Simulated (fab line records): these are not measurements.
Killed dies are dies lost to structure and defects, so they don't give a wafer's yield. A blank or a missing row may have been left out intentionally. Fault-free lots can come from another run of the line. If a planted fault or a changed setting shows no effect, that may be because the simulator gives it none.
Chamber matching || flow n5_finfet || 4 sister chambers for N5_BEOL_M15_ETCH_57 on rie_diel-04
The step etches SOC in N2/H2, time 750 s. 4 wafers are shown with their chamber, then 11 later ones without.

== EACH WAFER AND ITS CHAMBER ==
{"wafer": "L079.3", "chamber": 0, "showerhead_plenum_p_Torr (Torr)": 2.40}
{"wafer": "L088.2", "chamber": 3, "showerhead_plenum_p_Torr (Torr)": 2.68}
{"wafer": "L086.3", "chamber": 1, "showerhead_plenum_p_Torr (Torr)": 2.60}
{"wafer": "L089.4", "chamber": 2, "showerhead_plenum_p_Torr (Torr)": 2.51}

== WAFERS WHOSE CHAMBER IS MISSING ==
{"wafer": "L089.5", "showerhead_plenum_p_Torr (Torr)": 2.67}
{"wafer": "L089.6", "showerhead_plenum_p_Torr (Torr)": 2.71}
{"wafer": "L094.1", "showerhead_plenum_p_Torr (Torr)": 2.60}
{"wafer": "L094.5", "showerhead_plenum_p_Torr (Torr)": 2.50}
{"wafer": "L094.6", "showerhead_plenum_p_Torr (Torr)": 2.60}
{"wafer": "L092.2", "showerhead_plenum_p_Torr (Torr)": 2.50}
{"wafer": "L092.3", "showerhead_plenum_p_Torr (Torr)": 2.67}
{"wafer": "L092.6", "showerhead_plenum_p_Torr (Torr)": 2.50}
{"wafer": "L096.1", "showerhead_plenum_p_Torr (Torr)": 2.71}
{"wafer": "L096.2", "showerhead_plenum_p_Torr (Torr)": 2.50}
{"wafer": "L096.5", "showerhead_plenum_p_Torr (Torr)": 2.71}

== WHICH CHAMBER EACH ONE RAN IN ==
{"wafer": "L089.5", "from the rows above": 3, "in truth": 3}
{"wafer": "L089.6", "from the rows above": 3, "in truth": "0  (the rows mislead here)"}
{"wafer": "L094.1", "from the rows above": 1, "in truth": 1}
{"wafer": "L094.5", "from the rows above": 2, "in truth": 2}
{"wafer": "L094.6", "from the rows above": 1, "in truth": 1}
{"wafer": "L092.2", "from the rows above": 2, "in truth": 2}
{"wafer": "L092.3", "from the rows above": 3, "in truth": 3}
{"wafer": "L092.6", "from the rows above": 2, "in truth": 2}
{"wafer": "L096.1", "from the rows above": 3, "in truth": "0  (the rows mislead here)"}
{"wafer": "L096.2", "from the rows above": 2, "in truth": 2}
{"wafer": "L096.5", "from the rows above": 3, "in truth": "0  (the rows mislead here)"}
Correct placement for 8 of the 11. Left unplaced by these rows: 0. 3 placed wrongly.
How it was worked out, from the rows above alone: a wafer's distance from a chamber is the root of the sum, over the readings, of the square of ((its reading less the chamber's mean) divided by the reading's scatter). The wafer belongs to the nearest chamber; if the next one is less than 2 further off, it can't be placed. For every chamber, the mean is computed from those of its wafers that are shown. The scatter: root of mean squared gap, hidden wafer to nearest shown wafer, with one shown wafer a chamber.
